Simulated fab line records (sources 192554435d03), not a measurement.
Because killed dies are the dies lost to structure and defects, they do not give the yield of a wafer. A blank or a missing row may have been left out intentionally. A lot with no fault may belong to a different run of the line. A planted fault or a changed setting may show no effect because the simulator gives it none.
fab line records | flow n5Finfet
record: lots: 9 | wafers: 27 | lastDay: 21
route steps=1938 shown MOL_CONTACT_COAG@610 BEOL_M0_SAQP@634 BEOL_M4@1111 PASSIVATION@1936
lots that met no fault: from a run of the same line without faults
startH: hours from the record's opening day to when the first of the lot's shown wafers began | waitH: time in hours since the lot's previous step | " the same as in the row above | L1.1+2: one row covering several wafers at once | - value missing, or start not given | * or withheld: withheld | < > ~ a bound
route shown NAME@n: names a module that has steps shown in the file, with the first one's number in the route | usual: mean/standard deviation of fault-free wafers | same: alike in all rows | chamber/n: place in a boat | sites: per-site readings | _std_site: the standard deviation of these | _edge_site: outer sites' mean less inner sites' | radiusMm: how far each site lies from the wafer's centre | mask NAME#n: copy n | behind: the last tool/chamber to shape the wafer | hold: the reason the lot was held/the length of the hold in hours/how it ended | device: names the non-switching transistor (n, p or np) | end of line: tests run on the same wafers once the route is complete | where a step has no rows: the recipe by itself | killed: not the wafer's yield, but the dies lost to structure and defects at the first sort | map: shows each die of a wafer: x if killed, . if not, _ if none is there
set.NAME: setting as actually run; set.NAME@STEP: the setting as run at that earlier step | model.NAME: the simulator's own value behind a step, which no gauge read
a sample of lots followed through the steps of the route, with each step as a table and each wafer as a row
services: when a tool's chamber went out of use (startH, in hours from the record's first day, below 0 if earlier), for how many hours, and the reason
== steps ==
step: N5_MOL_CONTACT_COAG_ETCH_67
recipe: chemistry: N2/H2 | target: SOC | targetDepthA: 600 | overetchA: 210 | maskMaterial: SiARC | tempC: 40 | timeS: 101.2 | ionEnergyEv: 200 | pressureMtorr: 30 | sourceW: 840 | biasW: 150 | n2FlowSccm: 200 | h2FlowSccm: 200
usual: biasW: 150.1/0.51 | drypumpMotorCurrentA: 5.9/0.37 | h2FlowSccm: 200.0/0.61 | oesProductAu: 0.66/0.069 | rfVppV: 525.1/2.3 | showerheadPlenumPTorr: 2.59/0.084 | tempC: 40.01/0.12 | throttleValvePct: 17.79/0.3
lot.wafer | tool       | chamber | startH | waitH | biasW | drypumpMotorCurrentA | h2FlowSccm | oesProductAu | rfHoursCounterH | rfVppV | showerheadPlenumPTorr | tempC | throttleValvePct
L231.2    | rieDiel-01 | 1       | 134.73 | 0.0   | 150.2 | 6.0                  | 201.0      | 0.58         | 214             | 522.5  | 2.50                  | 40.31 | 18.10
L231.3    | "          | 2       | "      | "     | 150.6 | 5.5                  | 199.9      | 0.63         | 156             | 524.7  | 2.55                  | 40.03 | 17.68
L231.4    | "          | 0       | "      | "     | 150.1 | 6.2                  | 200.5      | 0.72         | 56              | 526.8  | 2.73                  | 40.03 | 17.96
L233.1    | rieDiel-04 | 1       | 148.88 | 0.0   | 149.8 | 6.3                  | 200.2      | 0.76         | 25              | 525.1  | 2.62                  | 39.85 | 18.03
L233.2    | "          | 3       | "      | "     | 149.6 | 5.7                  | 201.5      | 0.59         | 231             | 526.4  | 2.62                  | 40.13 | 17.93
L233.6    | "          | 0       | "      | "     | 149.7 | 5.1                  | 200.2      | 0.58         | -               | 522.8  | 2.52                  | 40.04 | 18.16
L234.1    | rieDiel-05 | 3       | 152.48 | 0.0   | 150.3 | 6.7                  | 200.4      | 0.77         | 12              | 528.2  | 2.69                  | 40.10 | 17.39
L234.3    | "          | 1       | "      | "     | 150.0 | 6.2                  | 198.9      | 0.80         | 5               | 528.6  | 2.73                  | 40.04 | 18.03
L234.6    | "          | 3       | "      | "     | 150.0 | 6.7                  | 199.6      | 0.77         | -               | 529.5  | 2.69                  | 39.90 | 17.40
L235.1    | rieDiel-01 | 0       | 157.32 | 0.0   | 150.5 | 6.2                  | 200.3      | 0.70         | 65              | 527.1  | 2.72                  | 39.94 | 17.98
L235.2    | "          | 1       | "      | "     | 150.3 | 6.0                  | 199.8      | 0.58         | 223             | 522.6  | 2.50                  | 39.98 | 18.10
L235.5    | "          | 3       | "      | "     | 150.5 | 6.4                  | 200.2      | 0.63         | -               | 524.7  | 2.54                  | 40.00 | 17.56
L236.1    | rieDiel-01 | 2       | 166.81 | 0.0   | 150.8 | 5.5                  | 201.2      | 0.61         | 168             | 524.4  | 2.55                  | 40.08 | 17.68
L236.3    | "          | 0       | "      | "     | 150.1 | 6.2                  | 200.0      | 0.70         | 69              | 527.4  | 2.72                  | 39.99 | 17.98
L236.5    | "          | 1       | "      | "     | 150.2 | 5.9                  | 201.1      | 0.58         | -               | 522.9  | 2.50                  | 40.02 | 18.11
L246.1    | rieDiel-04 | 3       | 226.36 | 0.0   | 150.3 | 5.7                  | 200.6      | 0.58         | 262             | 525.0  | 2.60                  | 39.82 | 17.96
L246.3    | "          | 2       | "      | "     | 149.2 | 5.7                  | 199.5      | 0.65         | -               | 525.6  | 2.54                  | 40.00 | 17.66
L246.4    | "          | 3       | "      | "     | 149.6 | 5.6                  | 200.0      | 0.57         | -               | 525.9  | 2.60                  | 39.82 | 17.97
L247.1    | rieDiel-04 | 2       | 230.68 | 0.0   | 149.2 | 5.7                  | 200.6      | 0.65         | 123             | 524.4  | 2.54                  | 40.06 | 17.65
L247.3    | "          | 2       | "      | "     | 149.5 | 5.7                  | 199.5      | 0.65         | -               | 524.6  | 2.54                  | 39.97 | 17.67
L247.6    | "          | 3       | "      | "     | 150.5 | 5.6                  | 200.8      | 0.57         | -               | 524.9  | 2.60                  | 40.10 | 17.97
L248.1    | rieDiel-05 | 3       | 232.76 | 0.0   | 150.0 | 6.7                  | 199.7      | 0.72         | 43              | 528.2  | 2.68                  | 39.76 | 17.46
L248.5    | "          | 2       | "      | "     | 150.7 | 5.8                  | 199.7      | 0.71         | -               | 525.5  | 2.58                  | 40.37 | 17.73
L248.6    | "          | 1       | "      | "     | 150.2 | 6.2                  | 199.7      | 0.74         | -               | 527.3  | 2.71                  | 39.98 | 18.07
L249.2    | rieDiel-04 | 2       | 242.45 | 0.0   | 150.2 | 5.7                  | 200.1      | 0.65         | 129             | 524.1  | 2.54                  | 40.03 | 17.67
L249.3    | "          | 3       | "      | "     | 149.4 | 5.7                  | 199.4      | 0.57         | 271             | 524.4  | 2.60                  | 39.86 | 17.99
L249.6    | "          | 0       | "      | "     | 149.0 | 5.1                  | 200.2      | 0.81         | -               | 523.0  | 2.51                  | 40.14 | 17.75
step: N5_MOL_CONTACT_COAG_ANNEAL_112
recipe: tempC: 400 | timeS: 1800 | ambient: HPD2 | pressureAtm: 10
usual: pressureAtm: 9.999/0.021 | wafer_temp_C_max: 401.15/0.28 | zonePowerBottomPct: 12.87/0.12 | zonePowerCentrePct: 10.20/0.098 | zonePowerLowerPct: 7.87/0.085 | zonePowerTopPct: 21.14/0.22 | zonePowerUpperPct: 9.38/0.091
lot.wafer | tool        | chamber | startH | waitH | pressureAtm | wafer_temp_C_max | zonePowerBottomPct | zonePowerCentrePct | zonePowerLowerPct | zonePowerTopPct | zonePowerUpperPct
L231.2    | hpAnneal-01 | 0       | 136.10 | 0.1   | 9.994       | 400.94           | 13.10              | 10.17              | 7.98              | 21.55           | 9.42
L231.3    | "           | 0       | "      | "     | 9.998       | 401.49           | 12.83              | 10.18              | 7.73              | 20.97           | 9.32
L231.4    | "           | 0       | "      | "     | 10.008      | 401.46           | 12.83              | 10.37              | 8.01              | 21.38           | 9.47
L233.1    | hpAnneal-01 | 0       | 150.13 | 0.0   | 9.985       | 400.75           | 13.16              | 10.30              | 8.00              | 21.43           | 9.44
L233.2    | "           | 0       | "      | "     | 9.943       | 401.29           | 12.84              | 10.24              | 7.83              | 21.02           | 9.32
L233.6    | "           | 0       | "      | "     | 9.963       | 401.04           | 12.79              | 10.18              | 7.82              | 21.19           | 9.33
L234.1    | hpAnneal-01 | 0       | 153.73 | 0.0   | 4.978       | 401.08           | 9.45               | 7.28               | 5.64              | 15.08           | 6.74
L234.3    | "           | 0       | "      | "     | 4.974       | 401.03           | 9.21               | 7.43               | 5.57              | 15.36           | 6.81
L234.6    | "           | 0       | "      | "     | 5.010       | 401.08           | 9.29               | 7.29               | 5.63              | 15.06           | 6.75
L235.1    | hpAnneal-01 | 0       | 158.56 | 0.0   | 4.963       | 400.95           | 9.43               | 7.41               | 5.68              | 15.27           | 6.83
L235.2    | "           | 0       | "      | "     | 4.985       | 401.14           | 9.22               | 7.30               | 5.72              | 15.34           | 6.73
L235.5    | "           | 0       | "      | "     | 4.973       | 401.41           | 9.27               | 7.40               | 5.68              | 15.42           | 6.79
L236.1    | hpAnneal-01 | 0       | 168.06 | 0.0   | 5.001       | 401.20           | 9.25               | 7.42               | 5.78              | 15.22           | 6.80
L236.3    | "           | 0       | "      | "     | 4.988       | 400.83           | 9.38               | 7.36               | 5.54              | 15.17           | 6.71
L236.5    | "           | 0       | "      | "     | 4.991       | 400.95           | 9.21               | 7.33               | 5.67              | 15.20           | 6.74
L246.1    | hpAnneal-01 | 0       | 227.80 | 0.0   | 9.995       | 401.38           | 12.79              | 10.33              | 7.80              | 21.19           | 9.46
L246.3    | "           | 0       | "      | "     | 10.018      | 400.95           | 12.72              | 10.20              | 7.82              | 20.92           | 9.43
L246.4    | "           | 0       | "      | "     | 10.033      | 400.88           | 13.06              | 10.33              | 7.92              | 21.53           | 9.43
L247.1    | hpAnneal-01 | 0       | 232.43 | 0.0   | 10.020      | 401.24           | 12.77              | 10.12              | 7.87              | 21.15           | 9.27
L247.3    | "           | 0       | "      | "     | 10.005      | 400.65           | 13.03              | 10.15              | 8.04              | 21.19           | 9.47
L247.6    | "           | 0       | "      | "     | 10.009      | 401.13           | 12.82              | 10.10              | 7.95              | 20.82           | 9.42
L248.1    | hpAnneal-01 | 0       | 235.43 | 1.4   | 10.010      | 401.05           | 12.98              | 10.38              | 7.81              | 20.97           | 9.30
L248.5    | "           | 0       | "      | "     | 10.024      | 400.68           | 12.81              | 10.22              | 7.72              | 20.57           | 9.40
L248.6    | "           | 0       | "      | "     | 9.992       | 401.05           | 12.94              | 10.18              | 7.89              | 20.86           | 9.22
L249.2    | hpAnneal-01 | 0       | 243.70 | 0.0   | 10.031      | 401.26           | 12.87              | 10.25              | 7.85              | 21.09           | 9.28
L249.3    | "           | 0       | "      | "     | 9.993       | 401.14           | 13.04              | 10.17              | 7.84              | 21.22           | 9.38
L249.6    | "           | 0       | "      | "     | 10.011      | 400.93           | 12.82              | 10.42              | 7.73              | 21.22           | 9.17
step: N5_BEOL_M0_SAQP_HM_DEP_02
recipe: material: TiN | targetThkA: 120 | tempC: 25 | chamberPressurePa: 0.49996
usual: throttleValvePct: 30.1/1.2
lot.wafer | tool          | chamber | startH | waitH | throttleValvePct
L231.2    | pvdSputter-02 | -       | 139.73 | 0.2   | 30.5
L231.3    | "             | -       | "      | "     | 30.5
L231.4    | "             | -       | "      | "     | 30.6
L233.1    | pvdSputter-02 | -       | 154.25 | 0.7   | 28.7
L233.2    | "             | -       | "      | "     | 30.5
L233.6    | "             | -       | "      | "     | 30.9
L234.1    | pvdSputter-01 | -       | 159.00 | 1.9   | 31.7
L234.3    | "             | -       | "      | "     | 29.9
L234.6    | "             | -       | "      | "     | 31.3
L235.1    | pvdSputter-02 | -       | 163.29 | 1.3   | 29.0
L235.2    | "             | -       | "      | "     | 30.5
L235.5    | "             | -       | "      | "     | 30.8
L236.1    | pvdSputter-01 | -       | 173.63 | 2.2   | 31.4
L236.3    | "             | -       | "      | "     | 30.0
L236.5    | "             | -       | "      | "     | 31.9
L246.1    | pvdSputter-01 | -       | 231.59 | 0.4   | 29.9
L246.3    | "             | -       | "      | "     | 31.5
L246.4    | "             | -       | "      | "     | 32.0
L247.1    | pvdSputter-01 | -       | 236.54 | 0.7   | 32.0
L247.3    | "             | -       | "      | "     | 29.9
L247.6    | "             | -       | "      | "     | 30.1
L248.1    | pvdSputter-03 | -       | 240.24 | 1.4   | 30.0
L248.5    | "             | -       | "      | "     | 28.7
L248.6    | "             | -       | "      | "     | 28.2
L249.2    | pvdSputter-03 | -       | 247.13 | 0.0   | 28.9
L249.3    | "             | -       | "      | "     | 28.3
L249.6    | "             | -       | "      | "     | 28.7
step: N5_BEOL_M0_SAQP_PECVD_03
recipe: material: SiCN | targetThkA: 120 | tempC: withheld | precursor: 3MS/NH3 | pressureTorr: 3 | rfW: 202 | timeS: 21.1
usual: showerheadPlenumPTorr: 3.666/0.015 | throttleValvePct: 9.0/0.46
lot.wafer | tool     | chamber | startH | waitH | showerheadPlenumPTorr | throttleValvePct
L231.2    | pecvd-04 | 0       | 139.85 | 0.1   | 3.650                 | 8.9
L231.3    | "        | 1       | "      | "     | 3.638                 | 9.5
L231.4    | "        | 0       | "      | "     | 3.653                 | 9.2
L233.1    | pecvd-03 | 1       | 154.37 | 0.1   | 3.657                 | 9.6
L233.2    | "        | 0       | "      | "     | 3.654                 | 9.1
L233.6    | "        | 2       | "      | "     | 3.690                 | 8.5
L234.1    | pecvd-03 | 1       | 159.12 | 0.1   | 3.656                 | 9.6
L234.3    | "        | 2       | "      | "     | 3.689                 | 8.6
L234.6    | "        | 1       | "      | "     | 3.652                 | 9.6
L235.1    | pecvd-01 | 0       | 163.41 | 0.1   | 3.661                 | 9.5
L235.2    | "        | 2       | "      | "     | 3.676                 | 8.7
L235.5    | "        | 0       | "      | "     | 3.669                 | 9.6
L236.1    | pecvd-01 | 0       | 173.75 | 0.1   | 3.671                 | 9.2
L236.3    | "        | 1       | "      | "     | 3.678                 | 8.3
L236.5    | "        | 0       | "      | "     | 3.663                 | 9.4
L246.1    | pecvd-01 | 2       | 231.71 | 0.1   | 3.672                 | 8.4
L246.3    | "        | 0       | "      | "     | 3.661                 | 9.5
L246.4    | "        | 0       | "      | "     | 3.657                 | 9.5
L247.1    | pecvd-01 | 1       | 236.66 | 0.1   | 3.683                 | 8.8
L247.3    | "        | 0       | "      | "     | 3.663                 | 9.7
L247.6    | "        | 2       | "      | "     | 3.675                 | 8.8
L248.1    | pecvd-04 | 1       | 240.36 | 0.1   | 3.642                 | 9.6
L248.5    | "        | 2       | "      | "     | 3.675                 | 8.6
L248.6    | "        | 1       | "      | "     | 3.638                 | 9.5
L249.2    | pecvd-03 | 1       | 247.25 | 0.1   | 3.653                 | 9.5
L249.3    | "        | 2       | "      | "     | 3.687                 | 8.6
L249.6    | "        | 2       | "      | "     | 3.686                 | 8.8
step: N5_BEOL_M4_RC_MEAS_101
usual: DIBL_N: 37.7/2 | DIBL_P: 37.7/2.3 | IOFF_N: 0.18/0.039 | IOFF_P: 0.23/0.042 | ION_N: 681/12 | ION_P: 463/8 | SS_N: 71.9/0.68 | SS_P: 73.6/0.71 | VT_N: 248/3.2 | VT_P: -249/3.1
lot.wafer | tool      | chamber | startH | waitH | DIBL_N[mV/V] | DIBL_P[mV/V] | IOFF_N[nA/um] | IOFF_P[nA/um] | ION_N[uA/um] | ION_P[uA/um] | SS_N[mV/dec] | SS_P[mV/dec] | VT_N[mV] | VT_P[mV]
L231.2    | prober-02 | 0       | 281.51 | 0.2   | 36.9         | 37.8         | 0.16          | 0.22          | 654          | 455          | 71.3         | 74.1         | 252      | -251
L231.3    | "         | 0       | "      | "     | 40.1         | 40.5         | 0.25          | 0.27          | 685          | 462          | 73.1         | 74.9         | 244      | -249
L231.4    | "         | 0       | "      | "     | 35.0         | 34.6         | 0.14          | 0.18          | 679          | 455          | 71.2         | 73.2         | 250      | -253
L233.1    | prober-01 | 0       | 298.57 | 0.0   | 40.2         | 40.8         | 0.22          | 0.27          | 673          | 456          | 72.8         | 74.5         | 246      | -248
L233.2    | "         | 0       | "      | "     | 39.1         | 39.3         | 0.21          | 0.24          | 687          | 465          | 72.5         | 73.8         | 247      | -248
L233.6    | "         | 0       | "      | "     | 38.9         | 38.2         | 0.19          | 0.22          | 662          | 449          | 71.9         | 73.5         | 251      | -251
L234.1    | prober-02 | 0       | 306.99 | 0.0   | 38.7         | 39.1         | 0.19          | 0.24          | 675          | 454          | 73.2         | 74.6         | 249      | -253
L234.3    | "         | 0       | "      | "     | 36.7         | 36.1         | 0.15          | 0.18          | 676          | 452          | 72.8         | 74.4         | 252      | -258
L234.6    | "         | 0       | "      | "     | 37.4         | 39.1         | 0.18          | 0.24          | 691          | 465          | 73.0         | 74.8         | 252      | -253
L235.1    | prober-01 | 0       | 309.95 | 0.0   | 37.6         | 36.9         | 0.16          | 0.22          | 660          | 454          | 72.3         | 74.5         | 251      | -251
L235.2    | "         | 0       | "      | "     | 40.3         | 38.5         | 0.22          | 0.25          | 678          | 456          | 73.0         | 74.6         | 249      | -248
L235.5    | "         | 0       | "      | "     | 38.8         | 38.6         | 0.18          | 0.23          | 666          | 450          | 71.7         | 74.0         | 252      | -252
L236.1    | prober-02 | 0       | 323.10 | 0.0   | 34.1         | 34.6         | 0.14          | 0.17          | 664          | 447          | 70.7         | 72.7         | 251      | -255
L236.3    | "         | 0       | "      | "     | 36.3         | 37.9         | 0.19          | 0.23          | 693          | 466          | 72.5         | 73.7         | 248      | -251
L236.5    | "         | 0       | "      | "     | 34.2         | 35.2         | 0.15          | 0.18          | 685          | 464          | 71.9         | 74.1         | 248      | -252
L246.1    | prober-01 | 0       | 385.68 | 0.0   | 38.0         | 40.6         | 0.18          | 0.23          | 686          | 471          | 72.0         | 73.7         | 247      | -252
L246.3    | "         | 0       | "      | "     | 33.6         | 34.2         | 0.11          | 0.14          | 645          | 444          | 71.2         | 71.8         | 256      | -253
L246.4    | "         | 0       | "      | "     | 35.8         | 36.5         | 0.15          | 0.17          | 675          | 454          | 71.7         | 73.3         | 251      | -256
L247.1    | prober-02 | 0       | 385.87 | 0.0   | 38.5         | 36.9         | 0.20          | 0.21          | 681          | 464          | 72.8         | 73.6         | 247      | -249
L247.3    | "         | 0       | "      | "     | 35.3         | 35.0         | 0.15          | 0.19          | 682          | 464          | 71.3         | 73.6         | 248      | -249
L247.6    | "         | 0       | "      | "     | 36.5         | 36.6         | 0.15          | 0.20          | 671          | 457          | 71.7         | 73.2         | 251      | -249
L248.1    | prober-02 | 0       | 389.10 | 0.0   | 39.4         | 38.3         | 0.22          | 0.26          | 685          | 469          | 73.2         | 73.9         | 245      | -247
L248.5    | "         | 0       | "      | "     | 36.0         | 34.0         | 0.17          | 0.19          | 680          | 459          | 71.6         | 72.8         | 249      | -251
L248.6    | "         | 0       | "      | "     | 38.5         | 39.8         | 0.22          | 0.30          | 688          | 471          | 71.4         | 73.6         | 244      | -246
L249.2    | prober-02 | 0       | 402.43 | 0.2   | 36.5         | 36.5         | 0.16          | 0.26          | 662          | 460          | 71.5         | 73.6         | 250      | -245
L249.3    | "         | 0       | "      | "     | 33.3         | 31.9         | 0.12          | 0.17          | 680          | 463          | 70.8         | 73.0         | 248      | -251
L249.6    | "         | 0       | "      | "     | 36.9         | 37.3         | 0.19          | 0.26          | 686          | 475          | 72.2         | 74.0         | 248      | -246
step: N5_PASSIVATION_PROBE_49
usual: defectLimitedYield: 91.1/1.4 | killed_at_M0_to_M3: 34/9.6 | killed_at_M4_up: 15/5.3 | killedAtContacts: 12/6.1 | killedAtFrontEnd: 40/11 | killedAtOther: 3.5/2.8 | killedDies: 105/17 | killedOpen: 70/12 | killedShort: 34/7.7 | sort_bin_4_leakage: 0.01/0.07 | sort_bin_5_function: 5.2/0.97 | sort_bin_6_memory: 3.4/0.62 | sort_bin_8_speed: 0.00/0.023 | sortNPass: 1075/17 | sortYieldPct: 91.1/1.4
same: grossDies: 1180 | killedAtBackSide: 0
lot.wafer | tool      | chamber | startH | waitH | defectLimitedYield[%] | killed_at_M0_to_M3 | killed_at_M4_up | killedAtContacts | killedAtFrontEnd | killedAtOther | killedDies | killedOpen | killedShort | sort_bin_4_leakage[%] | sort_bin_5_function[%] | sort_bin_6_memory[%] | sort_bin_8_speed[%] | sortNPass | sortYieldPct[%]
L233.1    | prober-02 | -       | 407.84 | 0.0   | 92.2                  | 35                 | 12              | 12               | 31               | 2             | 92         | 58         | 31          | 0                     | 4.2                    | 3.3                  | 0                   | 1088      | 92.2
L233.2    | prober-02 | -       | 407.89 | 0.1   | 91.8                  | 39                 | 18              | 11               | 27               | 2             | 97         | 63         | 32          | 0                     | 5.6                    | 2.4                  | 0                   | 1083      | 91.8
L233.6    | prober-02 | -       | 408.09 | 0.3   | 89.5                  | 48                 | 16              | 12               | 43               | 5             | 124        | 74         | 42          | 0                     | 6.5                    | 3.3                  | 0                   | 1056      | 89.5
L235.1    | prober-02 | -       | 408.14 | 0.1   | 90.8                  | 33                 | 23              | 10               | 37               | 6             | 109        | 71         | 36          | 0                     | 5.5                    | 3.5                  | 0                   | 1071      | 90.8
L235.2    | prober-02 | -       | 408.19 | 0.2   | 91.4                  | 25                 | 19              | 15               | 32               | 10            | 101        | 70         | 26          | 0                     | 4.4                    | 3.6                  | 0                   | 1079      | 91.4
L235.5    | prober-02 | -       | 408.34 | 0.3   | 92.2                  | 18                 | 13              | 25               | 34               | 2             | 92         | 66         | 24          | 0                     | 4.5                    | 3.1                  | 0                   | 1088      | 92.2
L234.1    | prober-02 | -       | 413.05 | 0.0   | 91.9                  | 22                 | 8               | 15               | 48               | 2             | 95         | 66         | 28          | 0                     | 3.6                    | 4.2                  | 0                   | 1085      | 91.9
L234.3    | prober-02 | -       | 413.15 | 0.1   | 92.4                  | 28                 | 11              | 14               | 32               | 5             | 90         | 60         | 30          | 0                     | 5.1                    | 2.3                  | 0                   | 1090      | 92.4
L234.6    | prober-02 | -       | 413.30 | 0.3   | 88.8                  | 45                 | 16              | 16               | 55               | 0             | 132        | 87         | 45          | 0                     | 6.8                    | 4.2                  | 0                   | 1048      | 88.8
L236.1    | prober-01 | -       | 435.73 | 0.0   | 90.9                  | 38                 | 20              | 9                | 39               | 1             | 107        | 66         | 39          | 0                     | 4.7                    | 3.9                  | 0                   | 1073      | 90.9
L236.3    | prober-01 | -       | 435.83 | 0.1   | 91.2                  | 36                 | 19              | 7                | 39               | 3             | 104        | 73         | 30          | 0                     | 5.5                    | 3.1                  | 0                   | 1076      | 91.2
L236.5    | prober-01 | -       | 435.93 | 0.2   | 91.4                  | 34                 | 20              | 8                | 37               | 3             | 102        | 74         | 27          | 0                     | 4.7                    | 3.6                  | 0                   | 1078      | 91.4
killed by level:class
L233.1 MOL_CONTACT_COAG:geometricParticle:open=8 BEOL_M0_SAQP:geometricParticle:short=7 BEOL_M2:geometricParticle:open=7 BEOL_M3:geometricParticle:open=6 GATE_CUT:geometricParticle:short=6 BEOL_M0_SAQP:geometricParticle:open=5 BEOL_M4:geometricParticle:open=5 FIN_SAQP:geometricParticle:open=4
L233.2 BEOL_M0_SAQP:geometricParticle:open=13 MOL_CONTACT_COAG:geometricParticle:open=10 BEOL_M4:geometricParticle:open=9 BEOL_M0_SAQP:geometricParticle:short=8 BEOL_M2:geometricParticle:open=6 DUMMY_GATE:geometricParticle:open=5 FIN_SAQP:geometricParticle:short=4 BEOL_M1:geometricParticle:open=4
L233.6 BEOL_M2:geometricParticle:open=12 FIN_SAQP:geometricParticle:short=11 BEOL_M1:geometricParticle:open=10 MOL_CONTACT_COAG:geometricParticle:open=9 BEOL_M0_SAQP:geometricParticle:open=9 BEOL_M0_SAQP:geometricParticle:short=7 HKMG_FIN:areaEtch=7 BEOL_M4:geometricParticle:open=6
L235.1 BEOL_M4:geometricParticle:open=15 MOL_CONTACT_COAG:geometricParticle:open=9 BEOL_M2:geometricParticle:open=9 BEOL_M0_SAQP:geometricParticle:short=8 GATE_CUT:geometricParticle:short=7 ILD0:geometricParticle:open=6 FIN_SAQP:geometricParticle:open=5 BEOL_M1:geometricParticle:open=5
L235.2 MOL_CONTACT_COAG:geometricParticle:open=12 BEOL_M4:geometricParticle:open=10 STI_FIN_REVEAL:geometricParticle:open=9 BEOL_M2:geometricParticle:open=8 FIN_SAQP:geometricParticle:open=5 HKMG_FIN:areaEtch=5 BEOL_M0_SAQP:geometricParticle:open=4 BEOL_M0:geometricParticle:open=4
L235.5 MOL_CONTACT_COAG:geometricParticle:open=20 STI_FIN_REVEAL:geometricParticle:open=7 FIN_SAQP:geometricParticle:open=6 BEOL_M4:geometricParticle:open=6 MOL_CONTACT_COAG:geometricParticle:short=5 STI_FIN_REVEAL:geometricParticle:short=4 DUMMY_GATE:geometricParticle:open=4 BEOL_M0_SAQP:geometricParticle:open=4
L234.1 STI_FIN_REVEAL:geometricParticle:open=14 FIN_SAQP:geometricParticle:open=10 MOL_CONTACT_COAG:geometricParticle:open=10 BEOL_M0_SAQP:geometricParticle:open=9 BEOL_M0_SAQP:geometricParticle:short=6 ILD0:geometricParticle:short=5 MOL_CONTACT_COAG:geometricParticle:short=5 GATE_CUT:geometricParticle:short=4
L234.3 MOL_CONTACT_COAG:geometricParticle:open=10 BEOL_M0_SAQP:geometricParticle:open=10 FIN_SAQP:geometricParticle:open=8 BEOL_M0_SAQP:geometricParticle:short=8 STI_FIN_REVEAL:geometricParticle:open=7 BEOL_M4:geometricParticle:open=6 BEOL_M1:geometricParticle:open=5 STARTING-WAFER:geometricParticle:short=5
L234.6 BEOL_M0_SAQP:geometricParticle:open=18 FIN_SAQP:geometricParticle:open=13 FIN_SAQP:geometricParticle:short=11 STI_FIN_REVEAL:geometricParticle:open=11 MOL_CONTACT_COAG:geometricParticle:open=10 BEOL_M0_SAQP:geometricParticle:short=9 BEOL_M4:geometricParticle:open=8 MOL_CONTACT_COAG:geometricParticle:short=6
L236.1 BEOL_M0_SAQP:geometricParticle:short=10 DUMMY_GATE:geometricParticle:open=9 BEOL_M2:geometricParticle:open=8 MOL_CONTACT_COAG:geometricParticle:open=6 BEOL_M0_SAQP:geometricParticle:open=6 FIN_SAQP:geometricParticle:short=5 FIN_SAQP:geometricParticle:open=5 BEOL_M3:geometricParticle:open=5
L236.3 BEOL_M3:geometricParticle:open=15 STI_FIN_REVEAL:geometricParticle:open=11 BEOL_M4:geometricParticle:open=8 FIN_SAQP:geometricParticle:open=5 DUMMY_GATE:geometricParticle:open=5 BEOL_M2:geometricParticle:open=5 DUMMY_GATE:geometricParticle:short=4 MOL_CONTACT_COAG:geometricParticle:open=4
L236.5 BEOL_M2:geometricParticle:open=15 STI_FIN_REVEAL:geometricParticle:open=13 BEOL_M1:geometricParticle:open=8 BEOL_M4:geometricParticle:open=8 FIN_SAQP:geometricParticle:open=7 FIN_SAQP:geometricParticle:short=7 MOL_CONTACT_COAG:geometricParticle:open=7 BEOL_M0_SAQP:geometricParticle:short=5
== services ==
tool          | chamber | startH | hours | kind
pvdSputter-02 | -       | 113.98 | 5.4   | repair
pecvd-01      | 2       | 115.24 | 2.1   | scheduledDown
pvdSputter-03 | -       | 115.44 | 3.8   | repair
rieDiel-05    | 1       | 122.16 | -     | clean
pecvd-03      | 1       | 159.56 | 3.4   | repair
rieDiel-01    | 3       | 166.05 | 3.5   | repair
pvdSputter-03 | -       | 189.21 | 0.6   | repair
rieDiel-04    | 0       | 198.98 | -     | clean
rieDiel-04    | 0       | 198.98 | -     | consumableReplace:focusRing
rieDiel-04    | 0       | 198.98 | 36.9  | scheduledDown
rieDiel-04    | 0       | 198.98 | 36.9  | ventCycle
pecvd-03      | 2       | 200.08 | 5.5   | scheduledDown
rieDiel-04    | 1       | 200.64 | 69.6  | repair
rieDiel-04    | 3       | 203.83 | 8.1   | repair
pecvd-04      | -       | 204.95 | 2.6   | repair
pecvd-03      | 0       | 210.57 | 2.1   | scheduledDown
pecvd-01      | -       | 212.39 | 6.0   | pm
rieDiel-01    | -       | 214.57 | 2.8   | pm
rieDiel-01    | 1       | 219.36 | -     | clean
rieDiel-01    | 1       | 219.36 | -     | consumableReplace:focusRing
rieDiel-01    | 1       | 219.36 | 21.5  | scheduledDown
rieDiel-01    | 1       | 219.36 | 21.5  | ventCycle
pecvd-03      | 2       | 238.65 | 2.1   | scheduledDown
pecvd-01      | 1       | 239.56 | 2.1   | scheduledDown
== key ==
firstSign: step: N5_MOL_CONTACT_COAG_ANNEAL_112 | reading: pressureAtm | direction: down | sigmas: 99+ | usual: 9.999 | struck: 4.985
effect: step: N5_MOL_CONTACT_COAG_ANNEAL_112 | reading: zonePowerCentrePct | direction: down | sigmas: 29 | usual: 10.20 | struck: 7.36
metAt N5_MOL_CONTACT_COAG_ANNEAL_112
struckLots L234,L235,L236
notActingAt N5_MOL_CONTACT_COAG_ETCH_67,N5_BEOL_M0_SAQP_HM_DEP_02,N5_BEOL_M0_SAQP_PECVD_03
fault: kind: processParameterDrift | tool: hpAnneal-01 | chamber: - | onsetH: 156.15 | steps: N5_MOL_CONTACT_COAG_ANNEAL_112 | channel: pressureAtm | offset: -5.0128 | shape: step | endH: 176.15 | stated: 10
